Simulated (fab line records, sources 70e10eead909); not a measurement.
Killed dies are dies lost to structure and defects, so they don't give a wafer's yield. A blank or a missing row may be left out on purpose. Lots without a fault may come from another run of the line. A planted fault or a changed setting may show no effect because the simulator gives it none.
Which tool did it? | flow nand_harc | 13 lots, 39 wafers sampled, at 5 steps of a route of 1302

WHAT THE GAUGES READ, wafer by wafer
NHARC_END_SORT_01. Usual: killed_at_array 55, standard deviation 20; killed_at_other 1.1, standard deviation 1.2; killed_at_periphery 3.8, standard deviation 2.8; killed_dies 60, standard deviation 19; killed_open 3.4, standard deviation 1.9; killed_short 2.2, standard deviation 1.5.
lot  | measured     | on        | killed_at_array | killed_at_other | killed_at_periphery | killed_dies | killed_open | killed_short | flag
L908 | day 30 23:10 | prober-02 | 666 676 670     | 1 0 5           | 9 1 2               | 676 677 677 | 2 0 0       | 3 4 2        | OFF

WHICH TOOL RAN EACH LOT (tool, then ch and the chambers of the sampled wafers, then the start)
lot  | NHARC_A_CHANNEL_HOLE_D1_DEP_00 | NHARC_A_BONDPAD_DEGAS_25     | NHARC_THIN_TSV_DESCUM_35           | NHARC_THIN_TSV_STRIP_56
L894 | acl_dep-03 ch 0, day 8 00:06   | pvd_sputter-02, day 22 14:23 | rie_diel-10 ch 1,2,3, day 23 11:32 | plasma_asher-02 ch 0,1, day 23 12:01
L895 | acl_dep-02 ch 0, day 8 17:28   | pvd_sputter-03, day 23 10:34 | rie_diel-10 ch 0,2,3, day 24 07:25 | plasma_asher-01 ch 0,1, day 24 07:52
L896 | acl_dep-03 ch 0, day 9 00:11   | pvd_sputter-03, day 23 17:00 | rie_diel-10 ch 0,1,3, day 24 13:44 | plasma_asher-01 ch 0,1, day 24 14:12
L897 | acl_dep-02 ch 0, day 9 12:26   | pvd_sputter-02, day 23 19:31 | rie_diel-11 ch 0,1,2, day 24 12:29 | plasma_asher-02 ch 1, day 24 13:11
L898 | acl_dep-03 ch 0, day 9 23:01   | pvd_sputter-02, day 24 11:58 | rie_diel-09 ch 1,3, day 25 07:28   | plasma_asher-01 ch 0,1, day 25 07:59
L899 | acl_dep-01 ch 0, day 10 14:46  | pvd_sputter-03, day 25 04:17 | rie_diel-09 ch 0,1, day 26 00:04   | plasma_asher-02 ch 0,1, day 26 00:32
L900 | acl_dep-01 ch 0, day 10 22:24  | pvd_sputter-01, day 26 09:22 | rie_diel-10 ch 0,3, day 27 06:35   | plasma_asher-01 ch 0,1, day 27 07:04
L901 | acl_dep-01 ch 0, day 11 17:18  | pvd_sputter-03, day 26 03:10 | rie_diel-09 ch 2,3, day 27 01:40   | plasma_asher-01 ch 0,1, day 27 02:14
L908 | acl_dep-01 ch 0, day 14 11:29  | -                            | -                                  | -
L914 | acl_dep-02 ch 0, day 16 14:50  | pvd_sputter-02, day 31 02:41 | rie_diel-09 ch 0,1,3, day 31 22:43 | plasma_asher-02 ch 0,1, day 31 23:27
L915 | acl_dep-02 ch 0, day 16 21:47  | pvd_sputter-03, day 31 12:38 | rie_diel-10 ch 2,3, day 32 09:34   | plasma_asher-02 ch 0,1, day 32 10:03
L916 | acl_dep-02 ch 0, day 17 14:19  | pvd_sputter-01, day 32 06:32 | rie_diel-11 ch 0,1,3, day 33 04:55 | plasma_asher-01 ch 0,1, day 33 05:26
L917 | acl_dep-01 ch 0, day 17 20:41  | pvd_sputter-01, day 32 05:15 | rie_diel-11 ch 1,3, day 33 03:36   | plasma_asher-02 ch 0,1, day 33 04:05
- NHARC_A_CHANNEL_HOLE_D1_DEP_00: deposits aC, target thk 3100 nm.
- NHARC_A_BONDPAD_DEGAS_25: time 60 s.
- NHARC_THIN_TSV_DESCUM_35: chemistry O2, time 3 s.
- NHARC_THIN_TSV_STRIP_56: strips in O2.

WHAT THE TOOLS THEMSELVES READ (means of the sampled wafers that have a number; where no wafer has one, the mark that the record gives instead)
NHARC_A_CHANNEL_HOLE_D1_DEP_00. Usual: throttle_valve_pct 35.000 %, standard deviation 0.0095.
lot  | tool       | throttle_valve_pct (%) | flag
L894 | acl_dep-03 | 34.998                 |
L895 | acl_dep-02 | 34.997                 |
L896 | acl_dep-03 | 34.997                 |
L897 | acl_dep-02 | 35.000                 |
L898 | acl_dep-03 | 35.004                 |
L899 | acl_dep-01 | 35.002                 |
L900 | acl_dep-01 | 34.994                 |
L901 | acl_dep-01 | 35.000                 |
L908 | acl_dep-01 | 34.999                 |
L914 | acl_dep-02 | 35.013                 |
L915 | acl_dep-02 | 35.001                 |
L916 | acl_dep-02 | 35.001                 |
L917 | acl_dep-01 | 35.004                 |

NHARC_A_BONDPAD_DEGAS_25. Usual: heater_power_w 465 W, standard deviation 38.
lot  | tool           | heater_power_w (W) | flag
L894 | pvd_sputter-02 | 436                |
L895 | pvd_sputter-03 | 472                |
L896 | pvd_sputter-03 | 467                |
L897 | pvd_sputter-02 | 427                |
L898 | pvd_sputter-02 | 444                |
L899 | pvd_sputter-03 | 437                |
L900 | pvd_sputter-01 | 470                |
L901 | pvd_sputter-03 | 497                |
L914 | pvd_sputter-02 | 439                |
L915 | pvd_sputter-03 | 472                |
L916 | pvd_sputter-01 | 498                |
L917 | pvd_sputter-01 | 459                |

NHARC_THIN_TSV_DESCUM_35. Usual: drypump_motor_current_A 5.7 A, standard deviation 0.55; oes_product_au 1.000 a.u., standard deviation 0.009; rf_vpp_V 57.8 V, standard deviation 0.86; showerhead_plenum_p_Torr 1.92 Torr, standard deviation 0.076; throttle_valve_pct 11.311 %, standard deviation 0.009.
lot  | tool        | drypump_motor_current_A (A) | oes_product_au (a.u.) | rf_vpp_V (V) | showerhead_plenum_p_Torr (Torr) | throttle_valve_pct (%) | flag
L894 | rie_diel-10 | 5.2                         | 1.004                 | 57.7         | 1.86                            | 11.304                 |
L895 | rie_diel-10 | 5.1                         | 0.996                 | 57.7         | 1.89                            | 11.310                 |
L896 | rie_diel-10 | 5.1                         | 0.996                 | 57.7         | 1.83                            | 11.304                 |
L897 | rie_diel-11 | 6.3                         | 0.993                 | 58.6         | 1.96                            | 11.307                 |
L898 | rie_diel-09 | 5.9                         | 1.011                 | 56.9         | 1.92                            | 11.312                 |
L899 | rie_diel-09 | 5.7                         | 1.000                 | 58.3         | 1.95                            | 11.316                 |
L900 | rie_diel-10 | 5.1                         | 0.999                 | 57.5         | 1.82                            | 11.316                 |
L901 | rie_diel-09 | 6.1                         | 1.001                 | 58.1         | 1.94                            | 11.307                 |
L914 | rie_diel-09 | 5.9                         | 0.992                 | 57.2         | 1.94                            | 11.303                 |
L915 | rie_diel-10 | 5.1                         | 0.992                 | 57.5         | 1.85                            | 11.312                 |
L916 | rie_diel-11 | 6.2                         | 1.002                 | 58.0         | 1.91                            | 11.310                 |
L917 | rie_diel-11 | 6.7                         | 1.003                 | 58.0         | 1.94                            | 11.316                 |

NHARC_THIN_TSV_STRIP_56. Usual: drypump_motor_current_A 5.2 A, standard deviation 0.31; heater_power_w 335 W, standard deviation 42.
lot  | tool            | drypump_motor_current_A (A) | heater_power_w (W) | flag
L894 | plasma_asher-02 | 4.9                         | 364                |
L895 | plasma_asher-01 | 5.5                         | 329                |
L896 | plasma_asher-01 | 5.5                         | 295                |
L897 | plasma_asher-02 | 4.8                         | 372                |
L898 | plasma_asher-01 | 5.5                         | 296                |
L899 | plasma_asher-02 | 5.1                         | 359                |
L900 | plasma_asher-01 | 5.5                         | 293                |
L901 | plasma_asher-01 | 5.5                         | 295                |
L914 | plasma_asher-02 | 5.1                         | 341                |
L915 | plasma_asher-02 | 4.9                         | 361                |
L916 | plasma_asher-01 | 5.5                         | 301                |
L917 | plasma_asher-02 | 4.9                         | 361                |

THE ANSWER, worked out from the rows above alone
Rule: a lot is off if the mean of its wafers that have a number lies more than 3 standard deviations from the usual mean. A lot without any number at a reading at which 4 lots or more have one is off too. The other lots that the step has rows for count as sound. The gauges are gone through in route order, then the tools' own readings, and for those a lot's mean is taken as printed above. The first step at which some lot is off is used, and at that step the reading that is off furthest; a lot without a number counts as furthest.
Off: L908, at NHARC_END_SORT_01 (killed_dies). Neither off nor sound, because the step has no rows for them: L894, L895, L896, L897, L898, L899, L900, L901, L914, L915, L916, L917.
A tool fits if, at a process step before that reading, it ran every lot that is off, and no sound lot after the first of them. The gauges at NHARC_END_SORT_01 are tried like those tools. Can't be told from this: 2 tools fit, acl_dep-01 at NHARC_A_CHANNEL_HOLE_D1_DEP_00, prober-02 at NHARC_END_SORT_01.

WHAT THE SIMULATOR HAD PUT IN
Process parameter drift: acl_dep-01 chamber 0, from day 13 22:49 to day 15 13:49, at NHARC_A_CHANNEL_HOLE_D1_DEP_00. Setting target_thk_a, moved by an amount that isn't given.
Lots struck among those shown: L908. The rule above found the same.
